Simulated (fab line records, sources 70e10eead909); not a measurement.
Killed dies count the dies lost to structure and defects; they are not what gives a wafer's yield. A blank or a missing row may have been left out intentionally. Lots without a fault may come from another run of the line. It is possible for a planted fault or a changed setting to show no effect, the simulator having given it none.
fab line records + flow nandHarc + part 1 of 2: steps 1 to 3 of 6
record
- lots=24
- wafers=72
- lastDay=33
route steps=1302 shown P_CONTACT@236 P_M0@267 P_M2@332 P_BONDPAD@364
lots that met no fault: from a run of the same line without faults
startH: start of the lot's first displayed wafer, in hours after the record's first day + waitH: time in hours since the lot's previous step + " repeats the value in the row above + L1.1+2: several wafers, shown together as one row + - no value, or no start was given + * or withheld: withheld + < > ~ a bound
route shown NAME@n: a module of which the file shows steps, and the number in the route of the first + usual: mean/standard deviation taken from wafers without a fault + same: alike in all rows + chamber/n: place in a boat + sites: the reading at each site + _std_site: standard deviation across them + _edge_site: inner sites' mean taken away from outer sites' mean + radiusMm: how far each site lies from the wafer's centre + mask NAME#n: copy n + behind: tool/chamber where the wafer was last shaped + hold: what put the lot on hold/how long, in hours/how the hold closed + device: whichever transistor did not switch (one of n, p or np) + end of line: at the end of the route, the tests of the same wafers + step lacking rows: just its recipe + killed: the dies lost at the first sort to structure and to defects; this is not the yield of the wafer + map: a wafer's dies, marking killed ones x, the rest . and places with no die _
set.NAME: the setting as run; set.NAME@STEP: as run at that earlier step + model.NAME: the simulator's own value behind a step, which no gauge read
one table for each step of the route and one row for each wafer, over a sample of lots
services: from which hour (startH, from the record's first day; less than 0 if before it) a tool's chamber was out of use, for how many hours, and why
## steps
# step NHARC_P_CONTACT_ETCH_35
# recipe
- targetDepthA=390
- overEtchFrac=0.3
- timeS=65
- ionEnergyEv=80
- cf4FlowSccm=150
- arFlowSccm=0
- rfW=300
- biasW=100
- chemistry=CF4
# usual
- drypumpMotorCurrentA=5.9/0.43
- oesProductAu=0.998/0.0066
- rfVppV=151.6/1.1
- showerheadPlenumPTorr=1.80/0.059
- throttleValvePct=13.284/0.0095
# same
- timeS=65
| lot.wafer | tool       | chamber | startH | waitH | drypumpMotorCurrentA | oesProductAu | rfHoursCounterH | rfVppV | showerheadPlenumPTorr | throttleValvePct |
|-----------|------------|---------|--------|-------|----------------------|--------------|-----------------|--------|-----------------------|------------------|
| L074.2    | rieDiel-11 | 3       | 122.83 | 0.1   | 5.1                  | 1.000        | 1.0             | 152.5  | 1.79                  | 13.290           |
| L074.3    | "          | 0       | "      | "     | 5.8                  | 1.001        | 0.7             | 152.5  | 1.78                  | 13.282           |
| L074.6    | "          | 1       | "      | "     | 6.2                  | 1.004        | -               | 150.3  | 1.66                  | 13.285           |
| L075.3    | rieDiel-10 | 0       | 130.13 | 0.1   | 5.6                  | 0.995        | 1.0             | 152.3  | 1.85                  | 13.281           |
| L075.2    | "          | 3       | "      | "     | 5.7                  | 0.996        | 1.1             | 152.1  | 1.79                  | 13.288           |
| L075.5    | "          | 1       | "      | "     | 6.4                  | 1.005        | -               | 151.9  | 1.84                  | 13.282           |
| L076.4    | rieDiel-02 | 1       | 134.25 | 0.1   | 6.1                  | 1.006        | 5.2             | 151.7  | 1.82                  | 13.294           |
| L076.2    | "          | 0       | "      | "     | 6.4                  | 0.986        | 4.7             | 151.3  | 1.75                  | 13.290           |
| L076.6    | "          | 2       | "      | "     | 5.5                  | 1.005        | -               | 152.7  | 1.78                  | 13.289           |
| L077.2    | rieDiel-11 | 0       | 152.40 | 0.1   | 5.8                  | 0.998        | 1.5             | 152.2  | 1.78                  | 13.297           |
| L077.5    | "          | 1       | "      | "     | 6.2                  | 0.998        | -               | 150.4  | 1.66                  | 13.274           |
| L077.4    | "          | 3       | "      | "     | 5.1                  | 0.990        | -               | 151.2  | 1.79                  | 13.288           |
| L078.2    | rieDiel-11 | 0       | 166.47 | 0.1   | 5.8                  | 0.988        | 2.0             | 151.9  | 1.78                  | 13.269           |
| L078.5    | "          | 0       | "      | "     | 5.8                  | 0.988        | -               | 149.9  | 1.78                  | 13.261           |
| L078.6    | "          | 2       | "      | "     | 5.6                  | 0.999        | -               | 154.4  | 1.89                  | 13.294           |
| L079.3    | rieDiel-02 | 2       | 167.28 | 0.1   | 5.5                  | 1.004        | 5.8             | 150.7  | 1.78                  | 13.293           |
| L079.6    | "          | 0       | "      | "     | 6.5                  | 0.986        | -               | 150.9  | 1.75                  | 13.286           |
| L079.5    | "          | 1       | "      | "     | 6.0                  | 1.012        | -               | 150.4  | 1.82                  | 13.278           |
| L080.2    | rieDiel-02 | 0       | 178.47 | 0.1   | 6.4                  | 1.001        | 7.1             | 151.1  | 1.75                  | 13.284           |
| L080.1    | "          | 1       | "      | "     | 6.0                  | 1.009        | 7.6             | 152.3  | 1.82                  | 13.273           |
| L080.4    | "          | 2       | "      | "     | 5.5                  | 1.010        | 6.2             | 152.4  | 1.78                  | 13.277           |
| L081.3    | rieDiel-10 | 3       | 188.07 | 0.1   | 5.8                  | 0.993        | 2.7             | 151.5  | 1.79                  | 13.285           |
| L081.2    | "          | 0       | "      | "     | 5.6                  | 0.998        | 2.5             | 152.9  | 1.85                  | 13.299           |
| L081.5    | "          | 0       | "      | "     | 5.6                  | 0.997        | -               | 152.6  | 1.85                  | 13.266           |
| L082.2    | rieDiel-10 | 1       | 193.74 | 0.1   | 6.4                  | 0.998        | 2.6             | 152.5  | 1.84                  | 13.291           |
| L082.6    | "          | 1       | "      | "     | 6.4                  | 1.004        | -               | 151.8  | 1.84                  | 13.274           |
| L082.4    | "          | 0       | "      | "     | 5.6                  | 1.001        | -               | 153.0  | 1.85                  | 13.281           |
| L083.2    | rieDiel-10 | 0       | 212.79 | 0.1   | 5.6                  | 0.999        | 3.5             | 152.9  | 1.85                  | 13.293           |
| L083.1    | "          | 2       | "      | "     | 5.0                  | 0.981        | 2.1             | 152.8  | 1.85                  | 13.291           |
| L083.6    | "          | 1       | "      | "     | 6.4                  | 0.998        | -               | 152.4  | 1.84                  | 13.277           |
| L084.4    | rieDiel-11 | 3       | 218.08 | 0.1   | 5.1                  | 1.003        | 3.4             | 150.7  | 1.79                  | 13.265           |
| L084.6    | "          | 1       | "      | "     | 6.2                  | 1.006        | -               | 150.0  | 1.66                  | 13.288           |
| L084.5    | "          | 2       | "      | "     | 5.6                  | 1.010        | -               | 152.5  | 1.89                  | 13.279           |
| L085.2    | rieDiel-02 | 3       | 228.38 | 0.1   | 6.0                  | 0.996        | 0.0             | 152.2  | 1.85                  | 13.272           |
| L085.5    | "          | 3       | "      | "     | 6.0                  | 1.003        | -               | 151.9  | 1.85                  | 13.285           |
| L085.6    | "          | 0       | "      | "     | 6.5                  | 0.996        | -               | 150.8  | 1.75                  | 13.286           |
| L086.2    | rieDiel-02 | 3       | 232.03 | 0.1   | 6.0                  | 0.992        | 0.4             | 151.4  | 1.85                  | 13.272           |
| L086.6    | "          | 0       | "      | "     | 6.4                  | 1.001        | -               | 150.1  | 1.75                  | 13.284           |
| L086.5    | "          | 1       | "      | "     | 6.0                  | 1.001        | -               | 152.2  | 1.82                  | 13.280           |
| L087.2    | rieDiel-11 | 0       | 246.58 | 0.1   | 5.8                  | 0.984        | 4.3             | 150.7  | 1.78                  | 13.300           |
| L087.5    | "          | 2       | "      | "     | 5.6                  | 1.003        | -               | 151.7  | 1.89                  | 13.267           |
| L087.6    | "          | 3       | "      | "     | 5.1                  | 0.995        | -               | 151.4  | 1.79                  | 13.287           |
| L088.1    | rieDiel-02 | 2       | 263.50 | 0.1   | 5.5                  | 1.000        | 2.5             | 152.1  | 1.78                  | 13.293           |
| L088.6    | "          | 2       | "      | "     | 5.5                  | 0.995        | -               | 151.3  | 1.78                  | 13.279           |
| L088.4    | "          | 3       | "      | "     | 6.0                  | 0.994        | -               | 151.0  | 1.85                  | 13.262           |
| L089.1    | rieDiel-10 | 0       | 264.30 | 0.1   | 5.6                  | 1.009        | 0.0             | 152.8  | 1.85                  | 13.293           |
| L089.2    | "          | 1       | "      | "     | 6.4                  | 1.012        | 0.0             | 152.6  | 1.84                  | 13.291           |
| L089.5    | "          | 0       | "      | "     | 5.6                  | 0.999        | -               | 153.5  | 1.85                  | 13.296           |
| L090.3    | rieDiel-11 | 0       | 280.23 | 0.1   | 5.8                  | 0.991        | 0.1             | 149.4  | 1.78                  | 13.294           |
| L090.4    | "          | 1       | "      | "     | 6.3                  | 1.001        | 0.1             | 150.1  | 1.66                  | 13.281           |
| L090.6    | "          | 0       | "      | "     | 5.8                  | 0.999        | -               | 150.2  | 1.78                  | 13.294           |
| L091.3    | rieDiel-02 | 1       | 286.83 | 0.1   | 6.0                  | 1.003        | 3.7             | 152.5  | 1.82                  | 13.293           |
| L091.1    | "          | 2       | "      | "     | 5.5                  | 0.999        | 4.3             | 152.1  | 1.78                  | 13.295           |
| L091.6    | "          | 0       | "      | "     | 6.4                  | 1.008        | -               | 150.9  | 1.75                  | 13.284           |
| L092.1    | rieDiel-10 | 0       | 303.66 | 0.1   | 5.6                  | 1.001        | 0.8             | 153.0  | 1.85                  | 13.280           |
| L092.4    | "          | 1       | "      | "     | 6.4                  | 0.996        | 0.7             | 153.2  | 1.84                  | 13.289           |
| L092.6    | "          | 3       | "      | "     | 5.8                  | 0.992        | -               | 150.3  | 1.79                  | 13.301           |
| L093.2    | rieDiel-10 | 3       | 309.17 | 0.1   | 5.8                  | 0.984        | 1.3             | 151.5  | 1.79                  | 13.277           |
| L093.1    | "          | 1       | "      | "     | 6.4                  | 0.984        | 1.2             | 152.8  | 1.84                  | 13.303           |
| L093.6    | "          | 2       | "      | "     | 5.0                  | 0.985        | -               | 150.9  | 1.85                  | 13.295           |
| L094.2    | rieDiel-11 | 3       | 316.10 | 0.1   | 5.1                  | 0.992        | 1.0             | 151.7  | 1.79                  | 13.279           |
| L094.1    | "          | 0       | "      | "     | 5.8                  | 0.996        | 0.8             | 152.6  | 1.78                  | 13.288           |
| L094.6    | "          | 3       | "      | "     | 5.1                  | 0.990        | -               | 152.2  | 1.79                  | 13.279           |
| L095.2    | rieDiel-02 | 0       | 331.54 | 0.1   | 6.5                  | 1.000        | 6.7             | 150.7  | 1.75                  | 13.287           |
| L095.4    | "          | 3       | "      | "     | 6.0                  | 0.990        | 7.1             | 150.0  | 1.85                  | 13.286           |
| L095.5    | "          | 1       | "      | "     | 6.0                  | 0.998        | -               | 151.7  | 1.82                  | 13.278           |
| L096.3    | rieDiel-02 | 3       | 340.13 | 0.1   | 5.9                  | 1.004        | 7.5             | 153.3  | 1.85                  | 13.283           |
| L096.2    | "          | 0       | "      | "     | 6.5                  | 1.004        | 7.2             | 151.7  | 1.75                  | 13.280           |
| L096.4    | "          | 2       | "      | "     | 5.5                  | 1.002        | 7.6             | 151.3  | 1.78                  | 13.277           |
| L097.3    | rieDiel-02 | 2       | 351.11 | 0.1   | 5.5                  | 1.003        | 8.0             | 151.2  | 1.78                  | 13.278           |
| L097.1    | "          | 1       | "      | "     | 6.0                  | 0.998        | 7.7             | 150.1  | 1.82                  | 13.276           |
| L097.6    | "          | 2       | "      | "     | 5.5                  | 0.999        | -               | 151.5  | 1.78                  | 13.277           |
# step NHARC_P_CONTACT_CMP_24
# recipe
- tOverpolishS=30
- targetThkNm=200
# usual
- motorCurrentA=11.8/1.4
- overpolishRunS=30.001/0.0094
- timeToEndpointS=41.1/2.3
| lot.wafer | tool   | chamber | startH | waitH | motorCurrentA | overpolishRunS | timeToEndpointS |
|-----------|--------|---------|--------|-------|---------------|----------------|-----------------|
| L074.2    | cmp-04 | 2       | 125.40 | 0.6   | 10.6          | 30.007         | 42.7            |
| L074.3    | "      | 3       | "      | "     | 12.0          | 30.000         | 41.8            |
| L074.6    | "      | 3       | "      | "     | 12.0          | 29.990         | 41.8            |
| L075.3    | cmp-04 | 1       | 132.73 | 0.4   | 11.2          | 29.992         | 45.9            |
| L075.2    | "      | 2       | "      | "     | 10.1          | 29.988         | 44.5            |
| L075.5    | "      | 1       | "      | "     | 10.6          | 29.988         | 41.9            |
| L076.4    | cmp-04 | 2       | 136.83 | 0.3   | 10.1          | 30.000         | 43.1            |
| L076.2    | "      | 1       | "      | "     | 10.6          | 29.997         | 42.0            |
| L076.6    | "      | 3       | "      | "     | 11.7          | 29.991         | 39.4            |
| L077.4    | cmp-04 | 3       | 155.11 | 0.3   | 11.7          | 29.998         | 39.3            |
| L077.2    | "      | 0       | "      | "     | 10.0          | 30.013         | 42.1            |
| L077.5    | "      | 2       | "      | "     | 10.3          | 30.003         | 39.4            |
| L078.2    | cmp-01 | 2       | 169.28 | 0.5   | 13.3          | 30.003         | 39.3            |
| L078.5    | "      | 2       | "      | "     | 12.1          | 30.009         | 42.5            |
| L078.6    | "      | 3       | "      | "     | 11.0          | 29.985         | 42.4            |
| L079.3    | cmp-03 | 1       | 169.92 | 0.3   | 13.6          | 29.983         | 41.9            |
| L079.5    | "      | 3       | "      | "     | 12.8          | 30.013         | 41.4            |
| L079.6    | "      | 0       | "      | "     | 12.6          | 30.004         | 41.7            |
| L080.4    | cmp-01 | 1       | 181.14 | 0.4   | 10.3          | 29.993         | 37.1            |
| L080.1    | "      | 2       | "      | "     | 12.9          | 29.996         | 41.4            |
| L080.2    | "      | 3       | "      | "     | 11.3          | 30.007         | 41.3            |
| L081.2    | cmp-01 | 0       | 190.84 | 0.6   | 14.9          | 30.003         | 44.3            |
| L081.3    | "      | 1       | "      | "     | 10.6          | 29.988         | 42.4            |
| L081.5    | "      | 0       | "      | "     | 13.7          | 30.000         | 46.5            |
| L082.2    | cmp-01 | 2       | 196.50 | 0.5   | 12.7          | 29.992         | 43.0            |
| L082.4    | "      | 3       | "      | "     | 11.8          | 29.982         | 43.2            |
| L082.6    | "      | 1       | "      | "     | 9.4           | 29.980         | 42.0            |
| L083.1    | cmp-04 | 1       | 215.41 | 0.6   | 11.6          | 30.012         | 40.7            |
| L083.2    | "      | 0       | "      | "     | 10.1          | 30.009         | 43.6            |
| L083.6    | "      | 2       | "      | "     | 10.0          | 30.008         | 42.2            |
| L084.4    | cmp-01 | 0       | 220.71 | 0.4   | 14.3          | 30.006         | 39.4            |
| L084.6    | "      | 3       | "      | "     | 11.6          | 30.016         | 42.0            |
| L084.5    | "      | 0       | "      | "     | 14.6          | 30.000         | 37.2            |
| L085.2    | cmp-01 | 0       | 230.98 | 0.6   | 13.8          | 30.005         | 39.7            |
| L085.5    | "      | 0       | "      | "     | 13.7          | 29.988         | 42.2            |
| L085.6    | "      | 1       | "      | "     | 10.1          | 29.984         | 39.8            |
| L086.2    | cmp-01 | 3       | 234.64 | 0.5   | 11.6          | 29.994         | 38.3            |
| L086.6    | "      | 2       | "      | "     | 12.9          | 30.003         | 38.9            |
| L086.5    | "      | 3       | "      | "     | 11.6          | 30.005         | 41.3            |
| L087.2    | cmp-03 | 2       | 249.21 | 0.5   | 11.7          | 30.016         | 45.0            |
| L087.6    | "      | 2       | "      | "     | 10.9          | 30.003         | 42.7            |
| L087.5    | "      | 3       | "      | "     | 13.0          | 29.994         | 41.5            |
| L088.4    | cmp-03 | 1       | 266.12 | 0.3   | 13.6          | 30.018         | 44.7            |
| L088.1    | "      | 3       | "      | "     | 12.1          | 30.004         | 41.6            |
| L088.6    | "      | 1       | "      | "     | 14.0          | 30.000         | 41.3            |
| L089.2    | cmp-01 | 2       | 266.88 | 0.5   | 12.6          | 30.014         | 40.8            |
| L089.1    | "      | 1       | "      | "     | 10.3          | 29.999         | 38.3            |
| L089.5    | "      | 2       | "      | "     | 12.9          | 30.010         | 40.4            |
| L090.4    | cmp-01 | 2       | 282.86 | 0.4   | 12.8          | 29.991         | 41.2            |
| L090.3    | "      | 3       | "      | "     | 11.7          | 30.004         | 41.6            |
| L090.6    | "      | 0       | "      | "     | 14.0          | 30.022         | 41.8            |
| L091.3    | cmp-03 | 1       | 289.44 | 0.3   | 13.4          | 30.009         | 41.5            |
| L091.1    | "      | 2       | "      | "     | 11.3          | 30.010         | 40.1            |
| L091.6    | "      | 1       | "      | "     | 13.7          | 30.012         | 36.6            |
| L092.4    | cmp-01 | 1       | 306.32 | 0.4   | 10.4          | 29.994         | 35.2            |
| L092.1    | "      | 3       | "      | "     | 12.2          | 29.987         | 37.9            |
| L092.6    | "      | 0       | "      | "     | 14.2          | 30.009         | 39.9            |
| L093.1    | cmp-04 | 3       | 311.80 | 0.5   | 12.1          | 30.003         | 41.8            |
| L093.2    | "      | 0       | "      | "     | 10.3          | 30.000         | 42.6            |
| L093.6    | "      | 2       | "      | "     | 11.0          | 30.007         | 43.5            |
| L094.1    | cmp-03 | 2       | 318.79 | 0.5   | 11.0          | 30.012         | 40.8            |
| L094.2    | "      | 3       | "      | "     | 12.2          | 29.997         | 40.8            |
| L094.6    | "      | 0       | "      | "     | 12.0          | 29.996         | 40.5            |
| L095.4    | cmp-01 | 2       | 334.18 | 0.4   | 12.8          | 29.996         | 43.1            |
| L095.2    | "      | 3       | "      | "     | 11.6          | 30.003         | 41.7            |
| L095.5    | "      | 1       | "      | "     | 9.8           | 29.993         | 40.6            |
| L096.3    | cmp-03 | 0       | 342.74 | 0.3   | 11.8          | 29.996         | 40.4            |
| L096.2    | "      | 1       | "      | "     | 14.2          | 29.996         | 37.7            |
| L096.4    | "      | 2       | "      | "     | 11.6          | 29.995         | 41.0            |
| L097.3    | cmp-04 | 0       | 353.72 | 0.4   | 10.2          | 30.000         | 36.0            |
| L097.1    | "      | 2       | "      | "     | 10.3          | 29.980         | 39.8            |
| L097.6    | "      | 0       | "      | "     | 10.1          | 29.988         | 37.3            |
# step NHARC_P_M0_ETCH_34
# recipe
- targetDepthA=400
- overetchA=120
- timeS=43.94
- ionEnergyEv=200
- n2FlowSccm=150
- h2FlowSccm=150
- arFlowSccm=0
- rfW=400
- biasW=150
- chemistry=N2/H2
# usual
- drypumpMotorCurrentA=5.66/0.29
- oesProductAu=1.002/0.0091
- rfVppV=431.6/2.5
- showerheadPlenumPTorr=2.08/0.087
- throttleValvePct=14.172/0.0096
# same
- timeS=43.94
| lot.wafer | tool       | chamber | startH | waitH | drypumpMotorCurrentA | oesProductAu | rfHoursCounterH | rfVppV | showerheadPlenumPTorr | throttleValvePct |
|-----------|------------|---------|--------|-------|----------------------|--------------|-----------------|--------|-----------------------|------------------|
| L074.2    | rieDiel-01 | 2       | 126.98 | 0.1   | 6.06                 | 0.992        | 33              | 432.6  | 2.10                  | 14.173           |
| L074.3    | "          | 3       | "      | "     | 5.73                 | 0.987        | 12              | 429.0  | 1.97                  | 14.176           |
| L074.6    | "          | 1       | "      | "     | 5.37                 | 0.982        | -               | 427.0  | 1.88                  | 14.160           |
| L075.2    | rieDiel-08 | 0       | 134.32 | 0.1   | 5.65                 | 0.997        | 16              | 431.4  | 2.04                  | 14.178           |
| L075.3    | "          | 3       | "      | "     | 5.59                 | 1.008        | 16              | 435.0  | 2.18                  | 14.156           |
| L075.5    | "          | 1       | "      | "     | 6.12                 | 1.009        | -               | 431.4  | 2.02                  | 14.177           |
| L076.2    | rieDiel-08 | 0       | 138.40 | 0.1   | 5.62                 | 1.014        | 18              | 431.1  | 2.04                  | 14.170           |
| L076.4    | "          | 2       | "      | "     | 5.30                 | 1.008        | 20              | 434.4  | 2.16                  | 14.179           |
| L076.6    | "          | 1       | "      | "     | 6.12                 | 1.009        | -               | 431.0  | 2.02                  | 14.172           |
| L077.2    | rieDiel-08 | 2       | 156.66 | 0.1   | 5.29                 | 1.004        | 23              | 435.8  | 2.16                  | 14.166           |
| L077.4    | "          | 3       | "      | "     | 5.58                 | 1.004        | 20              | 434.8  | 2.18                  | 14.180           |
| L077.5    | "          | 3       | "      | "     | 5.62                 | 0.998        | -               | 433.9  | 2.18                  | 14.174           |
| L078.2    | rieDiel-08 | 2       | 170.87 | 0.1   | 5.29                 | 1.012        | 25              | 432.7  | 2.16                  | 14.181           |
| L078.6    | "          | 0       | "      | "     | 5.64                 | 1.001        | -               | 431.3  | 2.03                  | 14.189           |
| L078.5    | "          | 1       | "      | "     | 6.15                 | 1.006        | -               | 429.2  | 2.02                  | 14.161           |
| L079.3    | rieDiel-08 | 3       | 171.58 | 0.1   | 5.58                 | 1.019        | 22              | 433.2  | 2.18                  | 14.168           |
| L079.5    | "          | 2       | "      | "     | 5.27                 | 1.008        | -               | 435.7  | 2.16                  | 14.183           |
| L079.6    | "          | 3       | "      | "     | 5.58                 | 1.013        | -               | 432.9  | 2.18                  | 14.173           |
| L080.1    | rieDiel-08 | 2       | 182.69 | 0.1   | 5.29                 | 1.018        | 27              | 433.5  | 2.16                  | 14.167           |
| L080.2    | "          | 3       | "      | "     | 5.58                 | 0.995        | 24              | 433.3  | 2.17                  | 14.189           |
| L080.4    | "          | 1       | "      | "     | 6.12                 | 1.004        | 27              | 430.4  | 2.02                  | 14.183           |
| L081.2    | rieDiel-01 | 0       | 192.38 | 0.1   | 5.60                 | 0.986        | 55              | 431.2  | 2.01                  | 14.165           |
| L081.3    | "          | 3       | "      | "     | 5.76                 | 0.990        | 36              | 428.2  | 1.96                  | 14.170           |
| L081.5    | "          | 1       | "      | "     | 5.37                 | 0.996        | -               | 426.2  | 1.87                  | 14.173           |
| L082.4    | rieDiel-01 | 1       | 198.37 | 0.4   | 5.40                 | 0.990        | 55              | 426.9  | 1.87                  | 14.179           |
| L082.2    | "          | 3       | "      | "     | 5.76                 | 1.000        | 38              | 428.1  | 1.96                  | 14.189           |
| L082.6    | "          | 0       | "      | "     | 5.59                 | 0.992        | -               | 428.9  | 2.01                  | 14.187           |
| L083.2    | rieDiel-12 | 1       | 217.00 | 0.1   | 5.68                 | 1.010        | 33              | 434.7  | 2.21                  | 14.160           |
| L083.1    | "          | 2       | "      | "     | 5.87                 | 1.002        | 40              | 428.2  | 1.96                  | 14.168           |
| L083.6    | "          | 1       | "      | "     | 5.67                 | 1.003        | -               | 433.1  | 2.21                  | 14.177           |
| L084.4    | rieDiel-08 | 1       | 222.30 | 0.1   | 6.13                 | 1.010        | 7               | 430.4  | 2.02                  | 14.176           |
| L084.5    | "          | 2       | "      | "     | 5.26                 | 1.012        | -               | 433.3  | 2.16                  | 14.167           |
| L084.6    | "          | 3       | "      | "     | 5.58                 | 0.992        | -               | 435.6  | 2.17                  | 14.164           |
| L085.2    | rieDiel-08 | 3       | 232.45 | 0.1   | 5.59                 | 1.009        | 7               | 435.0  | 2.17                  | 14.162           |
| L085.6    | "          | 1       | "      | "     | 6.17                 | 1.003        | -               | 431.3  | 2.02                  | 14.170           |
| L085.5    | "          | 2       | "      | "     | 5.28                 | 1.003        | -               | 434.3  | 2.16                  | 14.167           |
| L086.2    | rieDiel-08 | 3       | 236.21 | 0.1   | 5.57                 | 1.015        | 7               | 435.0  | 2.17                  | 14.183           |
| L086.6    | "          | 3       | "      | "     | 5.60                 | 0.998        | -               | 433.4  | 2.17                  | 14.166           |
| L086.5    | "          | 0       | "      | "     | 5.63                 | 1.011        | -               | 430.2  | 2.03                  | 14.166           |
| L087.2    | rieDiel-08 | 0       | 250.82 | 0.1   | 5.65                 | 1.015        | 3               | 429.9  | 2.03                  | 14.164           |
| L087.5    | "          | 2       | "      | "     | 5.28                 | 0.993        | -               | 433.5  | 2.16                  | 14.162           |
| L087.6    | "          | 3       | "      | "     | 5.61                 | 1.002        | -               | 434.4  | 2.17                  | 14.173           |
| L088.4    | rieDiel-01 | 2       | 267.57 | 0.1   | 6.04                 | 1.007        | 18              | 431.3  | 2.08                  | 14.165           |
| L088.1    | "          | 3       | "      | "     | 5.78                 | 1.017        | 16              | 427.3  | 1.95                  | 14.176           |
| L088.6    | "          | 2       | "      | "     | 6.06                 | 1.001        | -               | 431.5  | 2.08                  | 14.165           |
| L089.2    | rieDiel-08 | 3       | 268.46 | 0.1   | 5.58                 | 0.981        | 12              | 435.4  | 2.17                  | 14.191           |
| L089.1    | "          | 0       | "      | "     | 5.67                 | 1.007        | 6               | 430.4  | 2.03                  | 14.185           |
| L089.5    | "          | 3       | "      | "     | 5.61                 | 0.988        | -               | 434.4  | 2.17                  | 14.155           |
| L090.4    | rieDiel-08 | 0       | 284.41 | 0.1   | 5.65                 | 1.001        | 11              | 430.7  | 2.03                  | 14.180           |
| L090.3    | "          | 2       | "      | "     | 5.30                 | 0.997        | 16              | 434.2  | 2.15                  | 14.158           |
| L090.6    | "          | 0       | "      | "     | 5.65                 | 1.005        | -               | 430.5  | 2.03                  | 14.174           |
| L091.1    | rieDiel-01 | 3       | 290.89 | 0.1   | 5.74                 | 0.999        | 28              | 429.3  | 1.95                  | 14.182           |
| L091.3    | "          | 2       | "      | "     | 6.08                 | 0.998        | 30              | 430.4  | 2.08                  | 14.155           |
| L091.6    | "          | 3       | "      | "     | 5.77                 | 1.003        | -               | 426.8  | 1.95                  | 14.158           |
| L092.1    | rieDiel-08 | 0       | 307.88 | 0.1   | 5.63                 | 0.992        | 16              | 429.8  | 2.03                  | 14.160           |
| L092.4    | "          | 2       | "      | "     | 5.26                 | 0.997        | 21              | 434.2  | 2.15                  | 14.183           |
| L092.6    | "          | 1       | "      | "     | 6.13                 | 1.007        | -               | 430.8  | 2.01                  | 14.183           |
| L093.1    | rieDiel-08 | 0       | 313.34 | 0.1   | 5.63                 | 1.007        | 17              | 429.8  | 2.03                  | 14.163           |
| L093.2    | "          | 1       | "      | "     | 6.16                 | 1.012        | 22              | 427.5  | 2.01                  | 14.184           |
| L093.6    | "          | 3       | "      | "     | 5.57                 | 1.001        | -               | 433.2  | 2.17                  | 14.176           |
| L094.2    | rieDiel-08 | 3       | 321.15 | 0.1   | 5.60                 | 0.997        | 23              | 433.0  | 2.17                  | 14.179           |
| L094.1    | "          | 0       | "      | "     | 5.63                 | 0.995        | 18              | 429.3  | 2.03                  | 14.178           |
| L094.6    | "          | 3       | "      | "     | 5.58                 | 0.995        | -               | 432.3  | 2.17                  | 14.181           |
| L095.4    | rieDiel-08 | 2       | 335.71 | 0.1   | 5.28                 | 0.988        | 22              | 433.2  | 2.15                  | 14.186           |
| L095.2    | "          | 0       | "      | "     | 5.64                 | 0.998        | 18              | 429.7  | 2.03                  | 14.176           |
| L095.5    | "          | 3       | "      | "     | 5.60                 | 0.995        | -               | 433.0  | 2.17                  | 14.158           |
| L096.4    | rieDiel-08 | 0       | 344.45 | 0.1   | 5.65                 | 0.996        | 20              | 431.2  | 2.03                  | 14.171           |
| L096.2    | "          | 2       | "      | "     | 5.30                 | 0.998        | 23              | 433.7  | 2.15                  | 14.165           |
| L096.3    | "          | 3       | "      | "     | 5.58                 | 0.998        | 25              | 435.1  | 2.17                  | 14.191           |
| L097.1    | rieDiel-08 | 1       | 355.30 | 0.1   | 6.11                 | 1.002        | 24              | 429.5  | 2.01                  | 14.156           |
| L097.3    | "          | 3       | "      | "     | 5.60                 | 0.999        | 27              | 434.5  | 2.16                  | 14.185           |
| L097.6    | "          | 1       | "      | "     | 6.11                 | 1.000        | -               | 429.7  | 2.01                  | 14.162           |
